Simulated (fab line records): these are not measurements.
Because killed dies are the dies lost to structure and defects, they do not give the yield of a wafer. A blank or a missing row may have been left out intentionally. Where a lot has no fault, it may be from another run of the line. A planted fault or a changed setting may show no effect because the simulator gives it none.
What tool caused it? ; flow n5 finfet ; Sampling: 15 lots, 44 wafers, 5 of 1938 route steps

## WHAT THE GAUGES SHOWED, per wafer
N5_BEOL_M10_OVL_MEAS_12.
lot;measured;on;M10_OVL (nm)
L571;day 10 14:39;overlay-01;-0.3 -2.1 -1.1
L572;day 11 01:57;overlay-01;0.8 -0.6 -0.9
L573;day 11 06:31;overlay-01;0.7 -0.7 0.6
L574;day 11 12:38;overlay-02;-1.5 -1.5 -1.6
L577;day 12 03:41;overlay-01;-1.6 -0.8 -1.0
L580;day 12 05:47;overlay-01;-0.7 -0.6 0.5
L579;day 12 08:43;overlay-02;0.0 -1.8 -1.2
L581;day 12 15:59;overlay-02;-0.9 -0.6 -1.3
L582;day 12 21:59;overlay-01;-1.2 -0.4
L584;day 13 20:16;overlay-02;-1.3 -1.5 -1.5
L585;day 14 06:58;overlay-01;-0.4 0.0 -1.0
L588;day 14 12:12;overlay-01;-1.0 0.1 -0.4
L587;day 14 16:13;overlay-01;1.1 -0.3 -0.3
L589;day 15 11:56;overlay-02;-0.1 -0.3 0.3
L592;day 16 06:59;overlay-02;0.0 -0.4 -0.6

N5_BEOL_M10_CD_MEAS_18: pitch 140 nm, target cd 70 nm.
lot;measured;on;cd nm (nm)
L571;day 10 15:10;cd sem-02;70.9 70.5 70.0
L572;day 11 02:33;cd sem-01;69.7 70.6 69.8
L573;day 11 08:03;cd sem-02;71.6 70.8 70.8
L574;day 11 13:35;cd sem-01;70.6 71.2 70.0
L577;day 12 04:21;cd sem-02;69.6 70.1 69.9
L580;day 12 06:17;cd sem-02;70.2 69.1 69.7
L579;day 12 09:18;cd sem-02;69.1 70.0 70.1
L581;day 12 16:31;cd sem-01;69.7 69.9 69.7
L582;day 12 23:02;cd sem-02;68.7 69.9
L584;day 13 21:09;cd sem-02;70.3 70.0 69.9
L585;day 14 07:29;cd sem-03;- - -
L588;day 14 12:44;cd sem-03;- - -
L587;day 14 16:59;cd sem-03;- - -
L589;day 15 12:32;cd sem-01;69.9 69.1 69.5
L592;day 16 07:29;cd sem-03;69.8 69.2 68.3

## EACH LOT AND THE TOOL THAT RAN IT (in order: tool; ch and the chambers of the sampled wafers; start)
lot;N5_BEOL_M9_CMP_52;N5_BEOL_M10_ILD_DEP_00;N5_BEOL_M10_HM_OPEN_17
L571;cmp-01 ch 0,3, day 10 12:20;pecvd-01 ch 0,1, day 10 12:52;rie metal-03 ch 0,1, day 10 14:59
L572;cmp-03 ch 0,1,3, day 11 00:11;pecvd-04 ch 1,2, day 11 00:38;rie metal-02 ch 0, day 11 02:17
L573;cmp-01 ch 1,2,3, day 11 04:51;pecvd-01 ch 0,1, day 11 05:18;rie metal-03 ch 0,1, day 11 07:49
L574;cmp-01 ch 0,1,3, day 11 10:39;pecvd-04 ch 0,1,2, day 11 11:04;rie metal-02 ch 0,1, day 11 13:24
L577;cmp-01 ch 0,1, day 12 00:23;pecvd-04 ch 0,2, day 12 00:53;rie metal-03 ch 0,1, day 12 04:02
L580;cmp-04 ch 0,1,3, day 12 03:31;pecvd-04 ch 1,2, day 12 03:56;rie metal-01 ch 0,1, day 12 06:07
L579;cmp-01 ch 1,2, day 12 05:58;pecvd-01 ch 0,2, day 12 06:28;rie metal-02 ch 1, day 12 09:03
L581;cmp-01 ch 0,1,2, day 12 13:47;pecvd-01 ch 0,1,2, day 12 14:14;rie metal-01 ch 0,1, day 12 16:19
L582;cmp-04 ch 0,3, day 12 19:45;pecvd-04 ch 1,2, day 12 20:07;rie metal-03 ch 0,1, day 12 22:50
L584;cmp-01 ch 0,2,3, day 13 16:47;pecvd-01 ch 0,1,2, day 13 17:12;rie metal-02 ch 0,1, day 13 20:58
L585;cmp-03 ch 1,2,3, day 14 04:46;pecvd-01 ch 0,2, day 14 05:16;rie metal-03 ch 0, day 14 07:18
L588;cmp-04 ch 0,2,3, day 14 07:08;pecvd-04 ch 0,1, day 14 07:34;rie metal-01 ch 0,1, day 14 12:35
L587;cmp-03 ch 1,2,3, day 14 14:22;pecvd-04 ch 0,1, day 14 14:52;rie metal-02 ch 0,1, day 14 16:47
L589;cmp-04 ch 0,3, day 15 08:35;pecvd-04 ch 1,2, day 15 09:06;rie metal-01 ch 0,1, day 15 12:19
L592;cmp-03 ch 0,3, day 16 04:32;pecvd-04 ch 1,2, day 16 04:59;rie metal-03 ch 0,1, day 16 07:19
- N5_BEOL_M9_CMP_52: polishes, stops on SiCOH lowk, t overpolish 7 s, target thk 140 nm.
- N5_BEOL_M10_ILD_DEP_00: deposits SiCOH lowk from DEMS/porogen, target thk 308.51 nm, time 58 s.
- N5_BEOL_M10_HM_OPEN_17: chemistry Cl2/BCl3, target TiN, target depth 20 nm, overetch 6 nm.

## WHAT THE TOOLS THEMSELVES READ (means of the sampled wafers that have a number; where no wafer has one, the mark that the record gives instead)
N5_BEOL_M9_CMP_52.
lot;tool;barrier field endpoint s (s);motor current A (A);overpolish run s (s);time to endpoint s (s)
L571;cmp-01;28.2;5.8;7.000;63.4
L572;cmp-03;28.7;6.1;6.988;64.3
L573;cmp-01;28.2;6.0;7.003;64.8
L574;cmp-01;29.4;6.0;7.002;67.4
L577;cmp-01;29.1;5.9;6.994;68.0
L580;cmp-04;28.4;6.0;7.000;62.8
L579;cmp-01;28.2;6.3;7.000;65.1
L581;cmp-01;28.1;6.1;6.999;65.1
L582;cmp-04;28.2;6.3;7.001;63.8
L584;cmp-01;28.6;5.6;6.997;63.2
L585;cmp-03;28.8;5.6;6.999;63.1
L588;cmp-04;28.2;5.9;7.003;65.1
L587;cmp-03;29.3;5.5;6.997;66.9
L589;cmp-04;28.6;6.4;6.995;63.0
L592;cmp-03;28.1;5.9;6.995;61.6

N5_BEOL_M10_ILD_DEP_00.
lot;tool;heater power w (W);rf fwd power W (W);showerhead plenum p Torr (Torr);throttle valve pct (%)
L571;pecvd-01;316;495.5;5.727;15.3
L572;pecvd-04;319;495.3;5.732;13.1
L573;pecvd-01;293;494.6;5.726;15.3
L574;pecvd-04;302;495.3;5.731;13.5
L577;pecvd-04;302;493.0;5.733;13.9
L580;pecvd-04;298;497.0;5.729;13.3
L579;pecvd-01;287;494.6;5.737;13.8
L581;pecvd-01;333;494.0;5.744;14.5
L582;pecvd-04;288;496.6;5.724;13.2
L584;pecvd-01;317;493.8;5.736;14.5
L585;pecvd-01;314;493.1;5.756;13.8
L588;pecvd-04;306;495.9;5.737;14.4
L587;pecvd-04;336;496.2;5.728;13.9
L589;pecvd-04;314;496.0;5.728;13.6
L592;pecvd-04;280;496.8;5.734;13.1

N5_BEOL_M10_HM_OPEN_17.
lot;tool;bcl3 flow sccm (sccm);bias w (W);chamber pressure mTorr (mTorr);drypump motor current A (A);oes product au (a.u.);rf fwd power W (W);throttle valve pct (%)
L571;rie metal-03;21.77;125.7;10.003;6.2;0.69;992;22.11
L572;rie metal-02;21.72;125.6;10.003;5.6;0.66;994;22.36
L573;rie metal-03;21.80;125.8;9.996;6.1;0.68;991;22.11
L574;rie metal-02;21.81;125.5;9.995;5.5;0.64;994;22.28
L577;rie metal-03;21.69;126.3;10.009;6.4;0.69;992;22.14
L580;rie metal-01;21.71;126.0;10.003;6.0;0.60;996;22.48
L579;rie metal-02;21.70;125.9;10.004;5.4;0.58;992;22.12
L581;rie metal-01;21.83;125.8;9.990;5.8;0.65;993;22.19
L582;rie metal-03;21.79;125.5;9.995;6.3;0.69;991;22.12
L584;rie metal-02;21.78;126.1;10.000;5.5;0.59;991;22.24
L585;rie metal-03;-;-;-;-;-;-;-
L588;rie metal-01;-;-;-;-;-;-;-
L587;rie metal-02;-;-;-;-;-;-;-
L589;rie metal-01;21.77;126.2;10.009;5.8;0.63;995;22.21
L592;rie metal-03;21.73;126.4;10.000;6.4;0.67;991;22.17

## THE ANSWER, worked out from the rows above alone
Rule: the lots themselves supply what counts as usual. Put in order of their means at a reading, lots are off if they are a third of the lots or fewer, leave a main group of 4 or more, and stand apart from it by a gap of 3 or more times the standard deviation of the main group's means; of several such gaps the widest counts. If all means in a main group match to the digits the tables above print for the reading, that group is not used. Also off: a lot with no number at a reading for which 4 or more lots have one. The other lots that the step has rows for count as sound. Order of review: gauges by route order, followed by the tools' own readings, for which a lot's mean as printed above is used. The first step at which some lot is off is used, and at that step the reading that is off furthest; a lot without a number counts as furthest.
Off: L585, L588, L587 (N5_BEOL_M10_CD_MEAS_18, cd nm). Without a number there: L585, L588, L587. For the main group the mean is 69.9 nm and the standard deviation 0.54.
If a tool, at a process step before that reading, ran all the lots that are off and no sound lot after the first of them, it fits. Not tried: the gauges at N5_BEOL_M10_CD_MEAS_18; whatever is off there is also off at N5_BEOL_M10_HM_OPEN_17, on other tools, and gauge error can't account for it. No candidate that was tried fits.

## WHAT WAS PUT IN BY THE SIMULATOR
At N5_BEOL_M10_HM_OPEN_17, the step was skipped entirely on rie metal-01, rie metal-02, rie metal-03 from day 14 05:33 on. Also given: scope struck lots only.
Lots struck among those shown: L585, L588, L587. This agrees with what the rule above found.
